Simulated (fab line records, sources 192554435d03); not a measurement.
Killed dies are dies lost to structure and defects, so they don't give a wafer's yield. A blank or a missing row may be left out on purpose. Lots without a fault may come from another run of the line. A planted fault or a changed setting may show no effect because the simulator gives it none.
Problem report in the 8D (eight disciplines) form, filled by code | flow n5_finfet | the parts of the form that need people (team, actions taken, sign-off) are left out

1. THE PROBLEM
rf_fwd_power_W at N5_BEOL_M7_VIA_ETCH_34 reads a mean of 256.5 W on 2 wafers of 2 lots; wafers without a fault read 341.1 W with a standard deviation of 1.6. That is -53 standard deviations from the usual mean.
The step: etches SiCOH lowk in C4F6/O2, target depth 125.5 nm, time 50.5 s.
First seen on wafer L589.4, day 9 11:16, on rie_diel-03. The record holds 18 wafers of 6 lots with a number at this step. Rule for "out", or "out of limits": more than 4 standard deviations from the usual mean. The other wafers with a number count as sound.

2. WHAT IT IS AND WHAT IT IS NOT
question                    | is                       | is not
which readings at this step | rf_fwd_power_W, rf_vpp_V | O2_flow_sccm, drypump_motor_current_A, oes_product_au, showerhead_plenum_p_Torr, throttle_valve_pct
which lots                  | L589, L591               | L585, L587, L588, L604
which wafers of those lots  | L589.4, L591.1           | L589.1, L589.2, L591.2, L591.4
read on which tools         | rie_diel-03              | rie_diel-01, rie_diel-04
when                        | from day 9 11:16         | up to then (8 sound wafers); but 8 sound wafers of L588, L591, L604 came after

3. SUSPECTS, AND WHAT RULES EACH OUT
Counting: a tool at a process step up to the reading stays a suspect if it ran every lot that is out. Sound lots after the first of them don't rule it out here, since some wafers of a struck lot are sound.
- rie_diel-03 at N5_BEOL_M7_DESCUM_33 (chemistry O2, time 7 s): kept. It ran every lot that is out, first L589 (day 9 11:05); its last sound lot up to then is L587 (day 9 08:44).
- rie_diel-03 at N5_BEOL_M7_ETCH_72 (etches underlayer in N2/H2, target depth 6.5 nm, time 5.2 s): kept. It ran every lot that is out, first L589 (day 9 11:07); its last sound lot up to then is L587 (day 9 08:46).
- rie_diel-03 at N5_BEOL_M7_ETCH_65 (etches SiARC in CF4, target depth 15.6 nm, time 26 s): kept. It ran every lot that is out, first L589 (day 9 11:08); its last sound lot up to then is L587 (day 9 08:47).
- rie_diel-03 at N5_BEOL_M7_ETCH_66 (etches SOC in N2/H2, target depth 80 nm, overetch 16 nm, time 120 s): kept. It ran every lot that is out, first L589 (day 9 11:10); its last sound lot up to then is L587 (day 9 08:49).
- rie_diel-03 at N5_BEOL_M7_VIA_ETCH_34 (etches SiCOH lowk in C4F6/O2, target depth 125.5 nm, time 50.5 s): kept. It ran every lot that is out, first L589 (day 9 11:16); its last sound lot up to then is L587 (day 9 08:55). Its own readings are out on those wafers: rf_fwd_power_W, rf_vpp_V.
- Within rie_diel-03 at N5_BEOL_M7_DESCUM_33: the wafers that are out ran in chamber 2; their sound lot-mates ran in chambers 0, 1, 3.
- Within rie_diel-03 at N5_BEOL_M7_ETCH_72: the wafers that are out ran in chamber 2; their sound lot-mates ran in chambers 0, 1, 3.
- Within rie_diel-03 at N5_BEOL_M7_ETCH_65: the wafers that are out ran in chamber 2; their sound lot-mates ran in chambers 0, 1, 3.
- Within rie_diel-03 at N5_BEOL_M7_ETCH_66: the wafers that are out ran in chamber 2; their sound lot-mates ran in chambers 0, 1, 3.
- Within rie_diel-03 at N5_BEOL_M7_VIA_ETCH_34: the wafers that are out ran in chamber 2; their sound lot-mates ran in chambers 0, 1, 3.
Left after counting: rie_diel-03 at N5_BEOL_M7_DESCUM_33, rie_diel-03 at N5_BEOL_M7_ETCH_72, rie_diel-03 at N5_BEOL_M7_ETCH_65, rie_diel-03 at N5_BEOL_M7_ETCH_66, rie_diel-03 at N5_BEOL_M7_VIA_ETCH_34.

4. THE CAUSE (what the simulator had put in)
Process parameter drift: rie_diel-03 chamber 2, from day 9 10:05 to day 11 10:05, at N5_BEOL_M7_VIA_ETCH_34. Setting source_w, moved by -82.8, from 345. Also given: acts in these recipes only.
Counting left 5 suspects, and this tool is among them.

5. THE CHAIN OF EFFECTS, in route order
Each row: a reading whose mean over the struck wafers that have a number lies more than 3 standard deviations from the usual. Only readings for which the record gives a usual standard deviation are gone through. hours: the time from each lot's start at the first step in this table that gives one to its start at this step, as a median over the lots. sigmas: the change in usual standard deviations.
hours | step                   | reading        | usual     | on struck wafers | change | sigmas
0     | N5_BEOL_M7_VIA_ETCH_34 | oes_f_703_au   | 0.83 a.u. | 0.59             | -0.23  | -3.5
0     | N5_BEOL_M7_VIA_ETCH_34 | rf_fwd_power_W | 341.1 W   | 256.5            | -84.6  | -53
0     | N5_BEOL_M7_VIA_ETCH_34 | rf_vpp_V       | 665 V     | 758              | +94    | +14
The process steps in it:
- N5_BEOL_M7_VIA_ETCH_34: etches SiCOH lowk in C4F6/O2, target depth 125.5 nm, time 50.5 s.

6. WHAT WOULD HAVE CAUGHT IT SOONER
In this record the first reading out of limits was taken at day 9 11:16, 1 hour after the fault began at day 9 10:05.
